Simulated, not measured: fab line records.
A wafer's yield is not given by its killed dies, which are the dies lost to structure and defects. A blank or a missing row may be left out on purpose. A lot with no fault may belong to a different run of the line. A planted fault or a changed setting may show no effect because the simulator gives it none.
fab line records    flow n5Finfet
record: lots: 10  wafers: 27  lastDay: 17
route steps=1938 shown HKMG_FIN@432 BEOL_M4@1111 PASSIVATION@1936
lots that met no fault: taken from a fault-free run of the same line
startH: the number of hours between the record's first day and the start of the first shown wafer of the lot    waitH: time in hours since the lot's previous step    " identical to the entry in the row above    L1.1+2: several wafers, shown together as one row    - either no value or no given start    * or withheld: withheld    < > ~ a bound
route shown NAME@n: names a module that has steps shown in the file, with the first one's number in the route    usual: mean and standard deviation over wafers with no fault    same: alike in all rows    chamber/n: place in a boat    sites: per-site readings    _std_site: the standard deviation of these    _edge_site: the outer-site mean with the inner-site mean subtracted    radiusMm: for every site, how far away it sits from the centre of the wafer    mask NAME#n: copy n    behind: the last tool/chamber to shape the wafer    hold: the reason the lot was held/the length of the hold in hours/how it ended    device: the n, p or np transistor that did not switch    end of line: the tests these same wafers got at the end of their route    step lacking rows: just its recipe    killed: not the wafer's yield, but the dies lost to structure and defects at the first sort    map: shows each die of a wafer: x if killed, . if not, _ if none is there
set.NAME: the setting the step ran with; set.NAME@STEP: the setting that earlier step ran with    model.NAME: the simulator's own value behind a step, which no gauge read
a sample of lots followed through the steps of the route, with each step as a table and each wafer as a row
services: a tool's chamber out of use, with start hour (startH, from the record's first day; less than 0 if before it), hours out, and reason
== steps ==
step: N5_HKMG_FIN_INSPECT_14
recipe: mode: adi  inspectInstrument: macro
usual: rawDefectCount: 2.3/1.5
lot.wafer  tool              chamber  startH  waitH  rawDefectCount
L393.1     defectInspect-01  -        81.95   0.0    2
L393.5     "                 -        "       "      1
L394.3     defectInspect-02  -        85.76   0.0    1
L394.4     "                 -        "       "      2
L394.6     "                 -        "       "      5
L395.3     defectInspect-01  -        94.43   0.0    0
L395.4     "                 -        "       "      4
L395.6     "                 -        "       "      0
L397.2     defectInspect-01  -        109.49  0.0    2
L397.4     "                 -        "       "      1
L397.6     "                 -        "       "      1
L400.1     defectInspect-02  -        129.44  0.0    2
L400.3     "                 -        "       "      3
L400.5     "                 -        "       "      4
L403.1     defectInspect-01  -        142.25  0.0    5
L403.4     "                 -        "       "      3
L403.5     "                 -        "       "      1
L406.2     defectInspect-01  -        158.44  0.0    1
L406.4     "                 -        "       "      2
L406.6     "                 -        "       "      2
L408.3     defectInspect-01  -        170.14  0.0    2
L408.5     "                 -        "       "      2
L408.6     "                 -        "       "      6
L409.1     defectInspect-01  -        175.54  0.0    2
L409.6     "                 -        "       "      7
L414.1     defectInspect-01  -        207.75  0.0    1
L414.6     "                 -        "       "      0
step: N5_HKMG_FIN_ETCH_35
recipe: chemistry: N2/H2  target: SOC  targetDepthA: 2158  ionEnergyEv: 65  biasW: 5  sourceW: 3000  timeS: 243.4  pressureMtorr: 30  n2FlowSccm: 200  h2FlowSccm: 200
usual: drypumpMotorCurrentA: 5.70/0.29  oesProductAu: 0.80/0.083  rfVppV: 141.8/1  runLengthS: 266.6/0.46  showerheadPlenumPTorr: 2.56/0.073  throttleValvePct: 17.87/0.27
lot.wafer  tool        chamber  startH  waitH  drypumpMotorCurrentA  oesProductAu  rfHoursCounterH  rfVppV  runLengthS  showerheadPlenumPTorr  throttleValvePct
L393.1     rieDiel-04  1        82.46   0.0    5.45                  0.72          180              142.7   266.8       2.52                   17.55
L393.5     "           0        "       "      6.22                  0.96          -                142.1   266.5       2.61                   17.61
L394.3     rieDiel-06  1        86.09   0.0    5.91                  0.71          217              142.2   266.7       2.61                   17.98
L394.4     "           0        "       "      5.58                  0.88          19               141.4   266.4       2.52                   17.65
L394.6     "           2        "       "      5.67                  0.89          -                141.7   266.2       2.56                   17.77
L395.3     rieDiel-06  3        94.76   0.0    6.04                  0.86          68               142.2   267.5       2.57                   17.58
L395.4     "           1        "       "      5.93                  0.70          220              141.6   266.6       2.61                   17.95
L395.6     "           1        "       "      5.96                  0.71          -                142.9   266.6       2.61                   17.96
L397.2     rieDiel-01  0        109.82  0.0    5.13                  0.93          11               141.8   266.0       2.64                   17.87
L397.4     "           2        "       "      5.87                  0.68          218              140.4   266.3       2.42                   18.28
L397.6     "           2        "       "      5.85                  0.68          -                140.6   266.2       2.42                   18.29
L400.1     rieDiel-01  0        129.77  0.0    5.13                  0.93          18               142.0   266.1       2.64                   17.90
L400.3     "           3        "       "      5.52                  0.87          46               142.9   267.0       2.58                   17.93
L400.5     "           3        "       "      5.51                  0.86          -                142.5   267.8       2.58                   17.90
L403.1     rieDiel-01  1        142.91  0.0    5.57                  0.74          184              142.8   266.4       2.65                   18.35
L403.4     "           0        "       "      5.12                  0.92          23               142.0   266.1       2.64                   17.90
L403.5     "           1        "       "      5.55                  0.74          -                143.1   266.0       2.65                   18.36
L406.2     rieDiel-06  1        158.97  0.0    5.94                  0.68          244              142.2   267.1       2.60                   18.00
L406.4     "           3        "       "      6.05                  0.83          -                142.2   267.1       2.56                   17.61
L406.6     "           1        "       "      5.93                  0.70          -                141.7   266.6       2.60                   17.99
L408.3     rieDiel-04  0        170.48  0.0    6.22                  0.89          40               141.7   266.5       2.60                   17.66
L408.5     "           3        "       "      6.15                  0.79          -                140.3   266.7       2.45                   17.55
L408.6     "           2        "       "      5.50                  0.72          -                142.1   266.2       2.64                   17.67
L409.1     rieDiel-06  2        175.88  0.0    5.69                  0.87          83               143.2   266.2       2.55                   17.86
L409.6     "           1        "       "      5.96                  0.69          -                142.2   191.7       2.60                   18.01
L414.1     rieDiel-06  0        208.08  0.0    5.54                  0.81          61               142.6   266.5       2.50                   17.72
L414.6     "           3        "       "      6.06                  0.81          -                142.0   191.8       2.56                   17.65
step: N5_HKMG_FIN_STRIP_19
recipe: chemistry: N2/H2  powerW: 2500  tempC: 300  h2Frac: 0.65  timeS: 360  pressureMtorr: withheld  n2FlowSccm: 1750  h2FlowSccm: 3250
usual: drypumpMotorCurrentA: 5.7/0.34  heaterPowerW: 501/57
lot.wafer  tool            chamber  startH  waitH  drypumpMotorCurrentA  heaterPowerW  rfHoursCounterH
L393.1     plasmaAsher-02  1        82.75   0.0    5.9                   446           42
L393.5     "               0        "       "      5.4                   579           -
L394.3     plasmaAsher-01  1        86.51   0.1    5.2                   523           -
L394.4     "               0        "       "      6.2                   436           -
L394.6     "               1        "       "      5.2                   522           -
L395.3     plasmaAsher-02  1        95.17   0.1    5.9                   461           -
L395.4     "               0        "       "      5.4                   576           -
L395.6     "               1        "       "      5.9                   447           -
L397.2     plasmaAsher-02  0        110.12  0.0    5.4                   573           46
L397.4     "               1        "       "      5.9                   457           -
L397.6     "               0        "       "      5.4                   590           -
L400.1     plasmaAsher-02  1        130.07  0.0    5.9                   450           51
L400.3     "               1        "       "      5.8                   455           -
L400.5     "               1        "       "      5.8                   444           -
L403.1     plasmaAsher-02  0        143.21  0.0    5.5                   570           54
L403.4     "               0        "       "      5.4                   569           -
L403.5     "               0        "       "      5.4                   579           -
L406.2     plasmaAsher-02  0        159.26  0.0    5.4                   583           59
L406.4     "               1        "       "      5.8                   458           -
L406.6     "               0        "       "      5.4                   557           -
L408.3     plasmaAsher-01  0        170.89  0.1    6.1                   432           -
L408.5     "               1        "       "      5.2                   515           -
L408.6     "               0        "       "      6.1                   448           -
L409.1     plasmaAsher-01  1        176.21  0.0    5.2                   523           96
L409.6     "               0        "       "      6.1                   447           -
L414.1     plasmaAsher-02  1        208.38  0.0    5.9                   451           70
L414.6     "               1        "       "      5.9                   451           -
step: N5_HKMG_FIN_ALD_71
recipe: material: TiN  targetThkA: 10  tempC: 400  aldPrecursorFamily: TiCl4  aldCoReactant: NH3  pulseTimeS: 1  purgeTimeS: 3  coReactantPurgeTimeS: 2  coReactantPulseTimeS: 2  aldCycles: 47  pressureTorr: 3
usual: heaterPowerW: 870/94  precursorPulseHeightRel: 1.002/0.021
same: pulseTimeS: 1
lot.wafer  tool         chamber  startH  waitH  heaterPowerW  precursorPulseHeightRel
L393.1     aldMetal-04  0        84.22   0.0    978           0.972
L393.5     "            1        "       "      953           1.043
L394.3     aldMetal-04  1        87.85   0.0    956           0.973
L394.4     "            0        "       "      969           1.011
L394.6     "            0        "       "      971           0.988
L395.3     aldMetal-02  2        96.57   0.0    912           1.012
L395.4     "            3        "       "      672           1.025
L395.6     "            0        "       "      781           1.035
L397.2     aldMetal-03  3        111.57  0.0    1019          0.975
L397.4     "            2        "       "      884           1.058
L397.6     "            3        "       "      988           1.001
L400.1     aldMetal-03  2        131.54  0.0    883           1.033
L400.3     "            1        "       "      930           0.996
L400.5     "            2        "       "      886           0.957
L403.1     aldMetal-03  2        144.84  0.0    865           1.039
L403.4     "            3        "       "      980           0.977
L403.5     "            2        "       "      890           0.987
L406.2     aldMetal-04  3        160.80  0.0    786           0.981
L406.4     "            0        "       "      970           1.014
L406.6     "            1        "       "      975           1.010
L408.3     aldMetal-02  1        172.23  0.0    844           1.007
L408.5     "            1        "       "      887           1.002
L408.6     "            0        "       "      802           1.026
L409.1     aldMetal-02  3        177.72  0.0    685           0.996
L409.6     "            0        "       "      787           0.972
L414.1     aldMetal-03  3        209.83  0.0    979           0.979
L414.6     "            2        "       "      892           0.981
step: N5_BEOL_M4_RC_MEAS_101
usual: DIBL_N: 36.0/2.2  DIBL_P: 35.9/2.6  IOFF_N: 0.16/0.038  IOFF_N_LONG: 5.5e-05/2.8e-06  IOFF_P: 0.21/0.042  ION_N: 675/15  ION_P: 463/10  SS_N: 71.5/0.62  SS_P: 73.2/0.76  VT_N: 250/4.1  VT_N_LONG: 275.0/2.2  VT_N_LVT: 99/3.8  VT_P: -251/3.6
lot.wafer  tool       chamber  startH  waitH  DIBL_N[mV/V]  DIBL_P[mV/V]  IOFF_N[nA/um]  IOFF_N_LONG[nA/um]  IOFF_P[nA/um]  ION_N[uA/um]  ION_P[uA/um]  SS_N[mV/dec]  SS_P[mV/dec]  VT_N[mV]  VT_N_LONG[mV]  VT_N_LVT[mV]  VT_P[mV]
L393.1     prober-01  0        168.74  0.0    37.3          37.3          0.17           5.38e-05            0.21           674           461           71.5          73.2          251       276.9          99            -254
L393.5     "          0        "       "      35.4          35.0          0.14           5.4e-05             0.19           667           454           71.6          72.4          251       275.6          101           -253
L394.3     prober-02  0        168.92  0.3    36.3          37.2          0.17           5.37e-05            0.21           675           458           72.3          73.5          249       273.8          98            -252
L394.4     "          0        "       "      35.1          36.8          0.15           5.28e-05            0.19           662           454           71.6          73.3          251       277.0          100           -252
L394.6     "          0        "       "      32.8          34.1          0.12           5.35e-05            0.16           672           463           70.7          72.1          253       273.3          103           -255
L395.3     prober-02  0        194.41  0.3    33.3          33.6          0.12           5.84e-05            0.15           657           446           70.9          73.0          253       272.0          97            -255
L395.4     "          0        "       "      36.6          37.5          0.17           5.95e-05            0.20           680           458           72.6          73.8          247       274.2          95            -251
L395.6     "          0        "       "      34.8          34.4          0.14           5.96e-05            0.15           656           444           71.8          73.3          251       271.9          96            -255
L397.2     prober-01  0        195.36  0.2    38.7          39.3          0.21           5.73e-05            0.26           690           471           72.2          74.5          245       275.0          94            -249
L397.4     "          0        "       "      36.1          35.5          0.16           5.74e-05            0.19           675           459           72.4          73.7          249       275.2          98            -251
L397.6     "          0        "       "      33.1          32.3          0.12           5.83e-05            0.16           662           452           71.2          72.1          252       273.7          101           -253
L400.1     prober-01  0        219.77  0.0    35.3          34.6          0.13           5.22e-05            0.17           673           464           70.8          72.6          251       277.4          100           -255
L400.3     "          0        "       "      37.6          36.8          0.16           5.08e-05            0.20           662           450           71.5          74.0          252       277.3          99            -254
L400.5     "          0        "       "      39.0          39.5          0.21           5.21e-05            0.24           684           464           72.3          74.1          246       275.6          94            -252
L403.1     prober-01  0        230.50  0.0    38.5          36.9          0.16           5.43e-05            0.26           684           475           71.2          73.7          248       274.8          97            -247
L403.4     "          0        "       "      32.9          30.5          0.09           5.31e-05            0.17           639           447           70.3          72.9          257       276.1          108           -250
L403.5     "          0        "       "      37.7          36.0          0.16           5.45e-05            0.25           674           474           71.4          73.6          248       276.3          98            -245
L406.2     prober-02  0        247.47  0.2    36.8          35.6          0.16           5.77e-05            0.23           677           467           70.6          73.3          249       275.8          99            -247
L406.4     "          0        "       "      37.0          36.6          0.16           5.5e-05             0.25           671           471           71.9          73.8          247       277.3          99            -248
L406.6     "          0        "       "      36.8          36.4          0.16           5.55e-05            0.24           685           473           71.2          72.4          250       276.3          99            -253
L408.3     prober-01  0        262.40  0.3    36.0          37.5          0.18           5.88e-05            0.24           687           470           71.2          73.3          246       272.4          93            -246
L408.5     "          0        "       "      37.0          38.6          0.19           5.79e-05            0.25           691           475           71.3          73.8          246       272.7          92            -247
L408.6     "          0        "       "      34.2          34.9          0.15           6.02e-05            0.19           694           480           71.1          72.6          249       269.7          94            -250
L409.1     prober-02  0        266.93  0.0    37.0          38.5          0.17           5.5e-05             0.24           661           456           72.0          73.5          246       273.7          97            -249
L409.6     "          0        "       "      36.6          36.9          0.09           3.8e-05             0.22           479           464           70.7          72.4          266       290.0          114           -250
L414.1     prober-01  0        306.25  0.0    37.4          40.0          0.21           5.53e-05            0.26           678           458           71.8          74.5          242       273.1          92            -250
L414.6     "          0        "       "      37.7          40.2          0.11           3.77e-05            0.26           491           461           72.3          74.5          262       290.2          110           -250
step: N5_PASSIVATION_PROBE_49
usual: defectLimitedYield: 91.4/1.6  killed_at_M0_to_M3: 35/10  killed_at_M4_up: 12/4.7  killedAtContacts: 12/5.8  killedAtFrontEnd: 38/12  killedAtOther: 4/3.2  killedDies: 102/18  killedOpen: 68/14  killedShort: 32/8  sort_bin_5_function: 5.1/0.96  sort_bin_6_memory: 3.2/0.77  sort_bin_8_speed: 0.1/0.39  sortNPass: 1078/20  sortYieldPct: 91.3/1.7
same: grossDies: 1180  killedAtBackSide: 0  sort_bin_4_leakage[%]: 0
lot.wafer  tool       chamber  startH  waitH  defectLimitedYield[%]  killed_at_M0_to_M3  killed_at_M4_up  killedAtContacts  killedAtFrontEnd  killedAtOther  killedDies  killedOpen  killedShort  sort_bin_5_function[%]  sort_bin_6_memory[%]  sort_bin_8_speed[%]  sortNPass  sortYieldPct[%]
L409.1     prober-01  -        373.94  0.0    89.0                   53                  1                4                 69                3              130         89          41           5.8                     4.9                   0                    1050       89.0
L409.6     prober-01  -        374.19  0.3    89.9                   40                  14               12                51                2              119         84          35           5.7                     4.2                   89.9                 0          0
L414.1     prober-01  -        408.40  0.0    93.4                   20                  10               13                29                6              78          44          30           4.1                     2.1                   0                    1102       93.4
L414.6     prober-01  -        408.65  0.3    93.8                   19                  17               11                24                2              73          52          21           3.8                     2.2                   93.8                 0          0
killed by level:class
L409.1 STI_FIN_REVEAL:geometricParticle:open=22 FIN_SAQP:geometricParticle:open=21 BEOL_M0_SAQP:geometricParticle:short=10 BEOL_M3:geometricParticle:open=10 BEOL_M1:geometricParticle:open=9 BEOL_M0_SAQP:geometricParticle:open=8 FIN_SAQP:geometricParticle:short=7 STARTING-WAFER:geometricParticle:open=7
L409.6 FIN_SAQP:geometricParticle:open=16 STI_FIN_REVEAL:geometricParticle:open=11 MOL_CONTACT_COAG:geometricParticle:open=11 BEOL_M3:geometricParticle:open=6 BEOL_M1:geometricParticle:open=6 BEOL_M0:geometricParticle:open=5 BEOL_M2:geometricParticle:open=5 BEOL_M4:geometricParticle:open=4
L414.1 MOL_CONTACT_COAG:geometricParticle:open=10 BEOL_M3:geometricParticle:open=8 FIN_SAQP:geometricParticle:short=7 STI_FIN_REVEAL:geometricParticle:open=7 BEOL_M0_SAQP:geometricParticle:short=6 HKMG_FIN:areaEtch=4 MOL_CONTACT_COAG:geometricParticle:short=3 BEOL_M4:geometricParticle:open=3
L414.6 MOL_CONTACT_COAG:geometricParticle:open=8 FIN_SAQP:geometricParticle:open=7 BEOL_M4:geometricParticle:open=7 STI_FIN_REVEAL:geometricParticle:open=6 BEOL_M1:geometricParticle:open=6 FIN_SAQP:geometricParticle:short=4 BEOL_M2:geometricParticle:open=4 MOL_CONTACT_COAG:geometricParticle:short=3
== services ==
tool            chamber  startH  hours  kind
rieDiel-01      0        59.73   -      clean
rieDiel-01      0        59.73   -      consumableReplace:focusRing
rieDiel-01      0        59.73   18.3   scheduledDown
rieDiel-01      0        59.73   18.3   ventCycle
aldMetal-03     -        62.85   0.8    repair
rieDiel-01      3        64.59   9.1    repair
aldMetal-04     0        73.22   -      calibration
rieDiel-06      3        73.33   7.0    repair
aldMetal-04     -        73.33   0.9    repair
aldMetal-02     -        87.15   2.8    repair
rieDiel-04      0        102.22  2.3    repair
plasmaAsher-01  -        149.50  9.1    repair
rieDiel-06      0        155.65  13.1   repair
rieDiel-01      1        173.91  5.0    repair
rieDiel-06      1        187.11  16.2   repair
aldMetal-02     1        187.77  24.8   repair
rieDiel-01      2        201.16  -      clean
rieDiel-01      2        201.16  -      consumableReplace:focusRing
rieDiel-01      2        201.16  -      consumableReplace:showerhead
rieDiel-01      2        201.16  13.0   scheduledDown
rieDiel-01      2        201.16  13.0   ventCycle
rieDiel-04      1        204.77  9.1    repair
== key ==
firstSign: step: N5_HKMG_FIN_ETCH_35  reading: runLengthS  direction: down  sigmas: 99+  usual: *  struck: *
effect: step: N5_BEOL_M4_RC_MEAS_101  reading: ION_N  direction: down  sigmas: 12  usual: 675  struck: 485
effect: step: N5_BEOL_M4_RC_MEAS_101  reading: VT_N_LONG  direction: up  sigmas: 6.9  usual: 275.0  struck: 290.1
effect: step: N5_BEOL_M4_RC_MEAS_101  reading: IOFF_N_LONG  direction: down  sigmas: 6.2  usual: 5.5e-05  struck: 3.78e-05
effect: step: N5_BEOL_M4_RC_MEAS_101  reading: VT_N_LVT  direction: up  sigmas: 3.5  usual: 99  struck: 112
effect: step: N5_BEOL_M4_RC_MEAS_101  reading: VT_N  direction: up  sigmas: 3.5  usual: 250  struck: 264
effect: step: N5_PASSIVATION_PROBE_49  reading: sort_bin_8_speed  direction: up  sigmas: 99+  usual: 0.1  struck: 91.9
metAt N5_HKMG_FIN_ETCH_35
struckLots L409,L414
struckWafers L409.6,L414.6
notActingAt N5_HKMG_FIN_INSPECT_14,N5_HKMG_FIN_STRIP_19,N5_HKMG_FIN_ALD_71
onsetBetween 158.97 175.88
fault: kind: processParameterDrift  tool: rieDiel-06  chamber: -  onsetH: 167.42  steps: N5_HKMG_FIN_ETCH_35  channel: timeS  offset: *  shape: step  endH: 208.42  scope: struckWafersOnly  actsIn: *  stated: *
